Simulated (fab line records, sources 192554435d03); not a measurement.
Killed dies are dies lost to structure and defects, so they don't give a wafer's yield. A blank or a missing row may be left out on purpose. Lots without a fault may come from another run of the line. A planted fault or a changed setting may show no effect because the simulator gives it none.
fab line records | flow n5_finfet
record lots=7 wafers=21
route steps=1938 shown BEOL_M4@1050 BEOL_M5@1116 BEOL_M6@1212 BEOL_M7@1308
start_h: hours from the record's first day to the start of the lot's first wafer shown | wait_h: hours since the lot's step before | " the same as in the row above | L1.1+2: a row that stands for several wafers | - no value, or no start given | * or withheld: withheld | < > ~ a bound
route shown NAME@n: a module of which the file shows steps, and the number in the route of the first | usual: mean/standard deviation of fault-free wafers | same: alike in all rows | chamber/n: place in a boat | sites: the reading at each site | _std_site: their standard deviation | _edge_site: outer sites' mean less inner sites' | radius_mm: how far each site lies from the wafer's centre | mask NAME#n: copy n | behind: the tool/chamber that last shaped the wafer | hold: why the lot was held/for how many hours/how that ended | device: the transistor (n, p or np) that didn't switch | end of line: the same wafers' tests at the end of the route | a step without rows: its recipe alone | killed: dies lost to structure and defects at the first sort, not the wafer's yield | map: a wafer's dies, x killed, . not, _ none there
set.NAME: the setting as run; set.NAME@STEP: as run at that earlier step | model.NAME: the simulator's own value behind a step, which no gauge read
lots whose settings were changed on purpose; a table a step, a row a wafer
## steps
# step N5_BEOL_M4_COAT_22
# recipe resist=CAR-EUV spin_rpm=1500 resist_thk_nm=30
# columns lot.wafer tool chamber start_h wait_h set.spin_rpm model.CAR-EUV_of_BEOL_M4_COAT_22.thk_nm
L076.1 litho_track-04 0 - - 1500 30.2
L076.5+6 " 0 " " 1500 30
L078.1+4 litho_track-04 0 - - 1500 30.2
L078.2 " 0 " " 1365 31.6
L080.1 litho_track-05 0 - - 1500 30
L080.2 " 0 " " 1642 28.6
L080.5 " 0 " " 1642 28.8
L084.2+3+6 litho_track-05 0 - - 1500 30
L090.1+3+5 litho_track-02 0 - - 1500 30
L093.1+3+4 litho_track-05 0 - - 1500 30.2
L095.1 litho_track-04 0 - - 1500 30
L095.3+6 " 0 " " 1559 29.4
# step N5_BEOL_M4_EBR_24
# recipe solvent=PGMEA ebr_width_mm=1.5
# step N5_BEOL_M4_SOFTBAKE_23
# recipe temp_c=110 time_s=60 resist=CAR-EUV
# step N5_BEOL_M4_EXPOSE_25
# recipe mask_id=V3 na=0.33 source_shape=quasar sigma_inner=0.2 sigma_outer=0.8 polarization=unpolarized defocus_nm=5 dose_mj=63
# step N5_BEOL_M4_PEB_26
# recipe peb_temp_c=100 peb_time_s=60 resist=CAR-EUV
# step N5_BEOL_M4_DEVELOP_27
# recipe develop_time_s=30 developer=TMAH resist=CAR-EUV rinse_liquid=surfactant_rinse dry=air_spin dev_temp_c=23
# columns lot.wafer tool chamber start_h wait_h set.spin_rpm@BEOL_M4_COAT_22 model.CAR-EUV_of_BEOL_M4_COAT_22.thk_nm
L076.1+5+6 litho_track-05 0 - - 1500 29.6
L078.1+4 litho_track-05 0 - - 1500 29.6
L078.2 " 0 " " 1365 31.2
L080.1 litho_track-02 0 - - 1500 29.6
L080.2+5 " 0 " " 1642 28.2
L084.2+3+6 litho_track-02 0 - - 1500 29.6
L090.1+3 litho_track-02 0 - - 1500 29.6
L090.5 " 0 " " 1500 29.4
L093.1+3+4 litho_track-05 0 - - 1500 29.8
L095.1 litho_track-02 0 - - 1500 29.6
L095.3+6 " 0 " " 1559 29
# step N5_BEOL_M5_HM_DEP_02
# recipe material=TiN target_thk_a=200 temp_c=25 chamber_pressure_pa=0.49996
# columns lot.wafer tool chamber start_h wait_h set.target_thk_a model.TiN_of_BEOL_M5_HM_DEP_02.thk_nm
L076.1 pvd_sputter-03 - 182.59 0.1 211.7 21.8
L076.5 " - " " 211.7 22
L076.6 " - " " 200 20.8
L078.1 pvd_sputter-01 - 201.29 2.2 200 20.4
L078.2+4 " - " " 200 20.6
L080.1 pvd_sputter-02 - 201.68 1.9 225.8 22.4
L080.2 " - " " 200 20.2
L080.5 " - " " 200 19.8
L084.2+3 pvd_sputter-01 - 233.56 1.8 200 19.8
L084.6 " - " " 200 20
L090.1 pvd_sputter-02 - 276.58 2.6 176.6 17.4
L090.3+5 " - " " 200 19.8
L093.1+3+4 pvd_sputter-03 - 286.13 0.6 200 20.2
L095.1+3 pvd_sputter-01 - 301.48 0.5 208.8 21.2
L095.6 " - " " 200 20.2
# step N5_BEOL_M5_COAT_59
# recipe resist=SOC temp_c=250 time_s=60 spin_rpm=1500 resist_thk_nm=60
# columns lot.wafer tool chamber start_h wait_h set.spin_rpm model.SOC_of_BEOL_M5_COAT_59.thk_nm
L076.1 litho_track-03 0 182.72 0.1 1500 59.8
L076.5 " 0 " " 1652 57
L076.6 " 0 " " 1500 60
L078.1 litho_track-01 0 201.41 0.1 1437 61.4
L078.2 " 0 " " 1437 61.2
L078.4 " 0 " " 1500 60.2
L080.1+2 litho_track-01 0 201.81 0.1 1500 60
L080.5 " 0 " " 1579 58.6
L084.2+3+6 litho_track-02 0 233.69 0.1 1500 60
L090.1+3+5 litho_track-01 0 276.71 0.1 1500 59.8
L093.1+4 litho_track-02 0 286.26 0.1 1500 60
L093.3 " 0 " " 1500 60.2
L095.1 litho_track-02 0 301.60 0.1 1500 60.2
L095.3 " 0 " " 1606 58.4
L095.6 " 0 " " 1606 58.2
# step N5_BEOL_M5_COAT_60
# recipe resist=SiARC temp_c=220 time_s=60 spin_rpm=1500 resist_thk_nm=12
# step N5_BEOL_M5_COAT_71
# recipe resist=underlayer temp_c=205 time_s=60 spin_rpm=1500 resist_thk_nm=5
# step N5_BEOL_M5_ETCH_72
# recipe chemistry=N2/H2 target=underlayer target_depth_a=65 mask_material=CAR-EUV time_s=5.2 ion_energy_ev=200 pressure_mtorr=30 source_w=840 bias_w=150 n2_flow_sccm=200 h2_flow_sccm=200 ends=cleared
# step N5_BEOL_M5_ETCH_61
# recipe chemistry=CF4 target=SiARC target_depth_a=156 mask_material=CAR-EUV time_s=26 ion_energy_ev=80 pressure_mtorr=40 source_w=545 bias_w=36 Ar_flow_sccm=100 cf4_flow_sccm=100 ends=cleared
# step N5_BEOL_M5_ETCH_62
# recipe chemistry=N2/H2 target=SOC target_depth_a=750 overetch_a=150 mask_material=SiARC temp_c=40 time_s=112.5 ion_energy_ev=200 pressure_mtorr=30 source_w=840 bias_w=150 n2_flow_sccm=200 h2_flow_sccm=200
# columns lot.wafer tool chamber start_h wait_h set.spin_rpm@BEOL_M5_COAT_59 model.etch.depth_nm
L076.1 rie_diel-02 2 183.28 0.0 1500 59.81
L076.5 " 2 " " 1652 57.01
L076.6 " 1 " " 1500 59.93
L078.1 rie_diel-04 3 202.62 0.0 1437 61.42
L078.2 " 0 " " 1437 61.3
L078.4 " 2 " " 1500 60.14
L080.1 rie_diel-01 0 203.18 0.0 1500 60.09
L080.2 " 2 " " 1500 59.99
L080.5 " 3 " " 1579 58.53
L084.2 rie_diel-01 0 234.28 0.0 1500 59.92
L084.3 " 3 " " 1500 60.08
L084.6 " 1 " " 1500 59.95
L090.1 rie_diel-01 0 278.30 0.0 1500 59.85
L090.3 " 1 " " 1500 59.81
L090.5 " 0 " " 1500 59.76
L093.1 rie_diel-02 2 287.67 0.0 1500 60.05
L093.3 " 0 " " 1500 60.16
L093.4 " 1 " " 1500 60.04
L095.1 rie_diel-02 2 302.22 0.0 1500 60.11
L095.3 " 3 " " 1606 58.3
L095.6 " 1 " " 1606 58.13
# step N5_BEOL_M5_STRIP_63
# recipe chemistry=N2/H2 temp_c=40 n2_flow_sccm=200 h2_flow_sccm=200 rf_frequency_hz=6e+07
# step N5_BEOL_M5_STRIP_73
# recipe chemistry=N2/H2 temp_c=40 n2_flow_sccm=200 h2_flow_sccm=200 rf_frequency_hz=6e+07
# step N5_BEOL_M5_STRIP_64
# recipe chemistry=CF4 resist=SiARC power_w=300 bias_power_w=75 pressure_mtorr=50 cf4_flow_sccm=150 rf_frequency_hz=6e+07
# step N5_BEOL_M5_HM_OPEN_17
# recipe chemistry=Cl2/BCl3 target_depth_a=200 overetch_a=60 target=TiN mask_material=SOC ion_energy_ev=150 pressure_mtorr=10 icp_w=1000 bias_w=126 Cl2_flow_sccm=53.25 bcl3_flow_sccm=21.75 Ar_flow_sccm=25
# columns lot.wafer tool chamber start_h wait_h set.target_thk_a@BEOL_M5_HM_DEP_02 set.spin_rpm@BEOL_M5_COAT_59 model.SOC_of_BEOL_M5_COAT_59.thk_nm model.etch.depth_nm
L076.1 rie_metal-02 0 183.45 0.0 211.7 1500 52 21.8
L076.5 " 0 " " 211.7 1652 49.2 21.98
L076.6 " 1 " " 200 1500 51.4 20.75
L078.1 rie_metal-02 0 202.79 0.0 200 1437 53.6 20.35
L078.2 " 1 " " 200 1437 52.6 20.52
L078.4 " 0 " " 200 1500 52.4 20.6
L080.1 rie_metal-03 0 203.35 0.0 225.8 1500 51.8 22.3
L080.2 " 1 " " 200 1500 52 20.15
L080.5 " 0 " " 200 1579 50.2 19.88
L084.2 rie_metal-02 1 234.45 0.0 200 1500 51.2 19.75
L084.3 " 0 " " 200 1500 52.2 19.87
L084.6 " 0 " " 200 1500 52.2 19.95
L090.1 rie_metal-03 1 278.47 0.0 176.6 1500 52 17.36
L090.3 " 0 " " 200 1500 51.6 19.74
L090.5 " 1 " " 200 1500 51.8 19.81
L093.1 rie_metal-02 0 287.84 0.0 200 1500 52.2 20.28
L093.3 " 0 " " 200 1500 52.4 20.3
L093.4 " 1 " " 200 1500 51.4 20.3
L095.1 rie_metal-02 0 302.38 0.0 208.8 1500 52.2 21.17
L095.3 " 0 " " 208.8 1606 50.4 21.12
L095.6 " 0 " " 200 1606 50.4 20.13
# step N5_BEOL_M6_ETCH_62
# recipe chemistry=N2/H2 target=SOC target_depth_a=1100 overetch_a=220 mask_material=SiARC temp_c=40 time_s=165 ion_energy_ev=200 pressure_mtorr=30 source_w=840 bias_w=150 n2_flow_sccm=200 h2_flow_sccm=200
# columns lot.wafer tool chamber start_h wait_h set.time_s model.SiARC_of_BEOL_M6_COAT_60.thk_nm
L076.1+6 rie_diel-03 3 194.44 0.0 132.6 29.8
L076.5 " 0 " " 165 28.6
L078.1 rie_diel-05 2 214.40 0.0 165 28.6
L078.2 " 0 " " 165 28.4
L078.4 " 1 " " 190.7 27.4
L080.1 rie_diel-03 1 215.18 0.0 165 28.4
L080.2+5 " 0,2 " " 128.6 29.8
L084.2 rie_diel-03 2 248.27 0.0 165 28
L084.3 " 3 " " 165 28.6
L084.6 " 1 " " 165 28.2
L090.1 rie_diel-06 3 288.59 0.0 192.5 27.6
L090.3 " 1 " " 165 28.8
L090.5 " 2 " " 165 28.6
L093.1 rie_diel-05 1 299.82 0.0 179.8 28
L093.3 " 0 " " 165 28.4
L093.4 " 3 " " 179.8 28.6
L095.1 rie_diel-05 0 313.16 0.0 194.8 27
L095.3 " 1 " " 165 28.2
L095.6 " 1 " " 165 28.4
# step N5_BEOL_M6_STRIP_68
# recipe chemistry=N2/H2 temp_c=40 n2_flow_sccm=200 h2_flow_sccm=200 rf_frequency_hz=6e+07
# step N5_BEOL_M6_STRIP_67
# recipe chemistry=CF4 resist=SiARC power_w=300 bias_power_w=75 pressure_mtorr=50 cf4_flow_sccm=150 rf_frequency_hz=6e+07
# step N5_BEOL_M6_HM_OPEN_17
# recipe chemistry=Cl2/BCl3 target_depth_a=200 overetch_a=60 target=TiN mask_material=SOC ion_energy_ev=150 pressure_mtorr=10 icp_w=1000 bias_w=126 Cl2_flow_sccm=53.25 bcl3_flow_sccm=21.75 Ar_flow_sccm=25
# columns lot.wafer tool chamber start_h wait_h set.time_s@BEOL_M6_ETCH_62 model.etch.depth_nm
L076.1 rie_metal-02 1 194.63 0.0 132.6 20
L076.5 " 1 " " 165 19.85
L076.6 " 0 " " 132.6 20.07
L078.1 rie_metal-02 1 214.59 0.0 165 20.17
L078.2 " 0 " " 165 20.02
L078.4 " 0 " " 190.7 17.74
L080.1 rie_metal-02 1 215.37 0.0 165 20.02
L080.2 " 0 " " 128.6 20.67
L080.5 " 0 " " 128.6 20.01
L084.2 rie_metal-02 1 248.46 0.0 165 19.39
L084.3 " 1 " " 165 19.36
L084.6 " 0 " " 165 19.41
L090.1 rie_metal-03 1 288.77 0.0 192.5 17.22
L090.3 " 1 " " 165 19.86
L090.5 " 0 " " 165 19.75
L093.1 rie_metal-03 1 300.01 0.0 179.8 18.45
L093.3 " 0 " " 165 20.2
L093.4 " 1 " " 179.8 18.8
L095.1 rie_metal-03 1 313.35 0.0 194.8 17.05
L095.3 " 0 " " 165 20.45
L095.6 " 0 " " 165 20.35
# step N5_BEOL_M6_COAT_22
# recipe resist=CAR-EUV spin_rpm=1500 resist_thk_nm=30
# columns lot.wafer tool chamber start_h wait_h set.spin_rpm model.CAR-EUV_of_BEOL_M6_COAT_22.thk_nm
L076.1 litho_track-03 0 - - 1500 30.2
L076.5+6 " 0 " " 1351 31.6
L078.1+4 litho_track-03 0 - - 1500 30
L078.2 " 0 " " 1415 31
L080.1 litho_track-04 0 - - 1618 28.8
L080.2+5 " 0 " " 1500 30
L084.2+3+6 litho_track-05 0 - - 1500 30
L090.1 litho_track-04 0 - - 1500 30
L090.3 " 0 " " 1639 28.8
L090.5 " 0 " " 1500 30.2
L093.1+4 litho_track-04 0 - - 1500 30
L093.3 " 0 " " 1500 30.2
L095.1+3 litho_track-05 0 - - 1500 30
L095.6 " 0 " " 1363 31.6
# step N5_BEOL_M6_EBR_24
# recipe solvent=PGMEA ebr_width_mm=1.5
# step N5_BEOL_M6_SOFTBAKE_23
# recipe temp_c=110 time_s=60 resist=CAR-EUV
# step N5_BEOL_M6_EXPOSE_25
# recipe mask_id=V5 na=0.33 source_shape=annular sigma_inner=0.4 sigma_outer=0.8 polarization=unpolarized target_cd_nm=40 dose_mj=45
# step N5_BEOL_M6_PEB_26
# recipe peb_temp_c=100 peb_time_s=60 resist=CAR-EUV
# step N5_BEOL_M6_DEVELOP_27
# recipe develop_time_s=30 developer=TMAH resist=CAR-EUV rinse_liquid=surfactant_rinse dry=air_spin dev_temp_c=23
# columns lot.wafer tool chamber start_h wait_h set.spin_rpm@BEOL_M6_COAT_22 model.CAR-EUV_of_BEOL_M6_COAT_22.thk_nm
L076.1 litho_track-04 0 - - 1500 29.6
L076.5+6 " 0 " " 1351 31.2
L078.1+4 litho_track-05 0 - - 1500 29.6
L078.2 " 0 " " 1415 30.4
L080.1 litho_track-05 0 - - 1618 28.4
L080.2+5 " 0 " " 1500 29.6
L084.2+3 litho_track-03 0 - - 1500 29.6
L084.6 " 0 " " 1500 29.4
L090.1 litho_track-05 0 - - 1500 29.6
L090.3 " 0 " " 1639 28.2
L090.5 " 0 " " 1500 29.8
L093.1+3+4 litho_track-05 0 - - 1500 29.6
L095.1+3 litho_track-03 0 - - 1500 29.6
L095.6 " 0 " " 1363 31
# step N5_BEOL_M7_TRENCH_ETCH_37
# recipe chemistry=C4F6/O2 target_depth_a=934.78 target=SiCOH_lowk time_s=31.2 ion_energy_ev=250 pressure_mtorr=30 source_w=345 bias_w=185 Ar_flow_sccm=300 C4F6_flow_sccm=10 O2_flow_sccm=10
# columns lot.wafer tool chamber start_h wait_h set.time_s model.BEOL_M7.feature_depth_nm model.etch.depth_nm
L076.1 rie_diel-04 1 - - 35.76 108 108.1
L076.5 " 2 " " 35.76 103.4 103.5
L076.6 " 3 " " 35.76 109.8 109.9
L078.1 rie_diel-01 3 - - 35.58 102 102
L078.2 " 1 " " 35.58 104 104
L078.4 " 1 " " 31.2 91.4 91.47
L080.1 rie_diel-04 1 - - 31.2 94.4 94.36
L080.2 " 2 " " 31.2 89.6 89.55
L080.5 " 0 " " 31.2 90.2 90.21
L084.2 rie_diel-01 3 - - 31.2 88.8 88.83
L084.3 " 1 " " 31.2 91.4 91.42
L084.6 " 1 " " 31.2 91 90.94
L090.1 rie_diel-04 1 - - 31.2 93.8 93.72
L090.3 " 3 " " 38.12 116.4 116.3
L090.5 " 0 " " 38.12 109.4 109.3
L093.1 rie_diel-04 2 - - 24.47 69.6 69.59
L093.3 " 0 " " 24.47 69 69.05
L093.4 " 0 " " 31.2 88.6 88.66
L095.1 rie_diel-02 2 - - 26.51 81 80.93
L095.3 " 3 " " 26.51 77.2 77.19
L095.6 " 1 " " 31.2 93.6 93.55
# step N5_BEOL_M7_ETCH_41
# recipe chemistry=CH3F/O2 target=SiCN target_depth_a=319 taper_deg=2 time_s=57.8 ion_energy_ev=120 mask_material=TiN pressure_mtorr=30 source_w=395 bias_w=75 Ar_flow_sccm=150 CH3F_flow_sccm=30 O2_flow_sccm=20
# step N5_BEOL_M7_STRIP_80
# recipe chemistry=N2/H2 time_s=10 power_w=450 temp_c=40 pressure_mtorr=20 rf_frequency_hz=6e+07 bias_power_w=7 n2_flow_sccm=200 h2_flow_sccm=200
# step N5_BEOL_M7_OCD_MEAS_38
# usual trench_depth_nm=92.5/2.8
# columns lot.wafer tool chamber start_h wait_h set.time_s@BEOL_M7_TRENCH_ETCH_37 trench_depth_nm
L076.1 ocd-01 - 205.11 - 35.76 108.4
L076.5 " - " " 35.76 103.4
L076.6 " - " " 35.76 110.0
L078.1 ocd-02 - 225.90 - 35.58 102.4
L078.2 " - " " 35.58 104.7
L078.4 " - " " 31.2 92.2
L080.1 ocd-01 - 225.91 - 31.2 94.4
L080.2 " - " " 31.2 89.1
L080.5 " - " " 31.2 89.8
L084.2 ocd-02 - 258.89 - 31.2 88.8
L084.3 " - " " 31.2 91.2
L084.6 " - " " 31.2 91.4
L090.1 ocd-02 - 301.48 - 31.2 93.4
L090.3 " - " " 38.12 116.6
L090.5 " - " " 38.12 109.5
L093.1 ocd-02 - 311.68 - 24.47 69.6
L093.3 " - " " 24.47 69.0
L093.4 " - " " 31.2 88.2
L095.1 ocd-01 - 321.64 - 26.51 81.1
L095.3 " - " " 26.51 77.2
L095.6 " - " " 31.2 93.1
# step N5_BEOL_M7_HM_STRIP_39
# recipe chemistry=peroxide_tin_strip material=TiN target_depth_a=250 temp_c=50 time_s=158
# step N5_BEOL_M7_SRD_40
# recipe time_s=30 temp_c=23 rinse_liquid=diw dry=ipa_marangoni
# step N5_BEOL_M7_ECD_50
# recipe material=Cu target_thk_a=3000
# step N5_BEOL_M7_ANNEAL_51
# recipe temp_c=225 time_s=90 ambient=N2
# step N5_BEOL_M7_CMP_52
# recipe stop_on=SiCOH_lowk t_overpolish_s=6.9 down_force_psi=1 platen_rpm=50 clearing_platen_down_force_psi=1.5 clearing_platen_rpm=50 post_cmp_clean=cu_alkaline target_thk_nm=80 clearing_platen_pad_velocity_m_s=0.99484 pad_velocity_m_s=0.99484
# columns lot.wafer tool chamber start_h wait_h set.time_s@BEOL_M7_TRENCH_ETCH_37 model.Cu_of_BEOL_M7_ECD_50.thk_nm
L076.1 cmp-02 2 208.54 0.3 35.76 93.6
L076.5 " 0 " " 35.76 91.2
L076.6 " 1 " " 35.76 95.6
L078.2 cmp-04 1 227.98 0.2 35.58 91.6
L078.1 " 3 " " 35.58 88.6
L078.4 " 0 " " 31.2 79.2
L080.2 cmp-03 1 230.27 0.2 31.2 76
L080.1 " 3 " " 31.2 82.8
L080.5 " 0 " " 31.2 75.6
L084.2 cmp-03 3 261.57 0.3 31.2 76.8
L084.3 " 2 " " 31.2 76.6
L084.6 " 3 " " 31.2 78.2
L090.3 cmp-02 1 304.36 0.2 38.12 104
L090.1 " 2 " " 31.2 80.4
L090.5 " 1 " " 38.12 97.6
L093.3 cmp-02 0 314.33 0.2 24.47 58
L093.1 " 2 " " 24.47 55.6
L093.4 " 3 " " 31.2 77
L095.1 cmp-02 1 324.08 0.3 26.51 67.6
L095.3 " 2 " " 26.51 63.4
L095.6 " 1 " " 31.2 80.6
# step N5_BEOL_M7_THK_MEAS_53
# recipe thk_meas_gauge=xrf reads=Cu_of_BEOL_M7_ECD_50
# usual M7_THK=81/3.1
# columns lot.wafer tool chamber start_h wait_h set.time_s@BEOL_M7_TRENCH_ETCH_37 M7_THK[nm]
L076.1 film_metro-02 - 208.76 - 35.76 95
L076.5 " - " " 35.76 92
L076.6 " - " " 35.76 97
L078.1 film_metro-01 - 228.28 - 35.58 90
L078.2 " - " " 35.58 94
L078.4 " - " " 31.2 81
L080.1 film_metro-01 - 230.52 - 31.2 84
L080.2 " - " " 31.2 77
L080.5 " - " " 31.2 77
L084.2 film_metro-02 - 261.87 - 31.2 79
L084.3 " - " " 31.2 78
L084.6 " - " " 31.2 80
L090.1 film_metro-02 - 304.66 - 31.2 82
L090.3 " - " " 38.12 106
L090.5 " - " " 38.12 99
L093.1 film_metro-01 - 314.62 - 24.47 57
L093.3 " - " " 24.47 59
L093.4 " - " " 31.2 79
L095.1 film_metro-01 - 324.38 - 26.51 69
L095.3 " - " " 26.51 65
L095.6 " - " " 31.2 83
# step N5_BEOL_M7_PRE_CLEAN_55
# recipe gas=NH3 time_s=15 temp_c=withheld rf_power_w=300
# step N5_BEOL_M7_DEP_56
# recipe material=SiCN target_thk_a=100 temp_c=withheld precursor=3MS/NH3 pressure_torr=3 rf_w=202 time_s=17.5
# step N5_BEOL_M7_RS_MEAS_57
# recipe thk_meas_gauge=four-point-probe reads=Cu_of_BEOL_M7_ECD_50+Co_of_BEOL_M7_CVD_78+TaN_of_BEOL_M7_ALD_77
# usual M7_RS=0.290/0.013
# columns lot.wafer tool chamber start_h wait_h set.time_s@BEOL_M7_TRENCH_ETCH_37 M7_RS[ohm/sq]
L076.1 film_metro-01 - 208.89 0.1 35.76 0.238
L076.5 " - " " 35.76 0.246
L076.6 " - " " 35.76 0.233
L078.1 film_metro-02 - 228.41 0.1 35.58 0.254
L078.2 " - " " 35.58 0.244
L078.4 " - " " 31.2 0.290
L080.1 film_metro-02 - 230.65 0.1 31.2 0.276
L080.2 " - " " 31.2 0.305
L080.5 " - " " 31.2 0.306
L084.2 film_metro-01 - 262.03 0.1 31.2 0.300
L084.3 " - " " 31.2 0.301
L084.6 " - " " 31.2 0.294
L090.1 film_metro-01 - 304.79 0.1 31.2 0.283
L090.3 " - " " 38.12 0.211
L090.5 " - " " 38.12 0.227
L093.1 film_metro-01 - 314.75 0.1 24.47 0.442
L093.3 " - " " 24.47 0.420
L093.4 " - " " 31.2 0.299
L095.1 film_metro-01 - 324.51 0.1 26.51 0.349
L095.3 " - " " 26.51 0.377
L095.6 " - " " 31.2 0.283
## key
split step=N5_BEOL_M4_COAT_22 setting=spin_rpm stated=1500 by=wafer
response step=N5_BEOL_M4_COAT_22 reading=model.CAR-EUV_of_BEOL_M4_COAT_22.thk_nm change=-0.147 per=1% r=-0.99
response step=N5_BEOL_M4_DEVELOP_27 reading=model.CAR-EUV_of_BEOL_M4_COAT_22.thk_nm change=-0.161 per=1% r=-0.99
split step=N5_BEOL_M5_HM_DEP_02 setting=target_thk_a stated=200 by=wafer
response step=N5_BEOL_M5_HM_DEP_02 reading=model.TiN_of_BEOL_M5_HM_DEP_02.thk_nm change=+0.196 per=1% r=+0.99
response step=N5_BEOL_M5_HM_OPEN_17 reading=model.etch.depth_nm change=+0.193 per=1% r=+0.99
split step=N5_BEOL_M5_COAT_59 setting=spin_rpm stated=1500 by=wafer
response step=N5_BEOL_M5_COAT_59 reading=model.SOC_of_BEOL_M5_COAT_59.thk_nm change=-0.277 per=1% r=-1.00
response step=N5_BEOL_M5_ETCH_62 reading=model.etch.depth_nm change=-0.28 per=1% r=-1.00
response step=N5_BEOL_M5_HM_OPEN_17 reading=model.SOC_of_BEOL_M5_COAT_59.thk_nm change=-0.252 per=1% r=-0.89
split step=N5_BEOL_M6_ETCH_62 setting=time_s stated=165 by=wafer
response step=N5_BEOL_M6_ETCH_62 reading=model.SiARC_of_BEOL_M6_COAT_60.thk_nm change=-0.0635 per=1% r=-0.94
response step=N5_BEOL_M6_HM_OPEN_17 reading=model.etch.depth_nm shape=bent at_lowest=20.34 at_stated=19.9 at_highest=17.05
split step=N5_BEOL_M6_COAT_22 setting=spin_rpm stated=1500 by=wafer
response step=N5_BEOL_M6_COAT_22 reading=model.CAR-EUV_of_BEOL_M6_COAT_22.thk_nm change=-0.154 per=1% r=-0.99
response step=N5_BEOL_M6_DEVELOP_27 reading=model.CAR-EUV_of_BEOL_M6_COAT_22.thk_nm change=-0.156 per=1% r=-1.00
split step=N5_BEOL_M7_TRENCH_ETCH_37 setting=time_s stated=31.2 by=wafer
response step=N5_BEOL_M7_TRENCH_ETCH_37 reading=model.BEOL_M7.feature_depth_nm change=+0.884 per=1% r=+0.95
response step=N5_BEOL_M7_TRENCH_ETCH_37 reading=model.etch.depth_nm change=+0.884 per=1% r=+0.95
response step=N5_BEOL_M7_OCD_MEAS_38 reading=trench_depth_nm change=+0.879 per=1% r=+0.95
response step=N5_BEOL_M7_CMP_52 reading=model.Cu_of_BEOL_M7_ECD_50.thk_nm change=+0.919 per=1% r=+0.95
response step=N5_BEOL_M7_THK_MEAS_53 reading=M7_THK change=+0.943 per=1% r=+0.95
response step=N5_BEOL_M7_RS_MEAS_57 reading=M7_RS change=-0.00439 per=1% r=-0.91
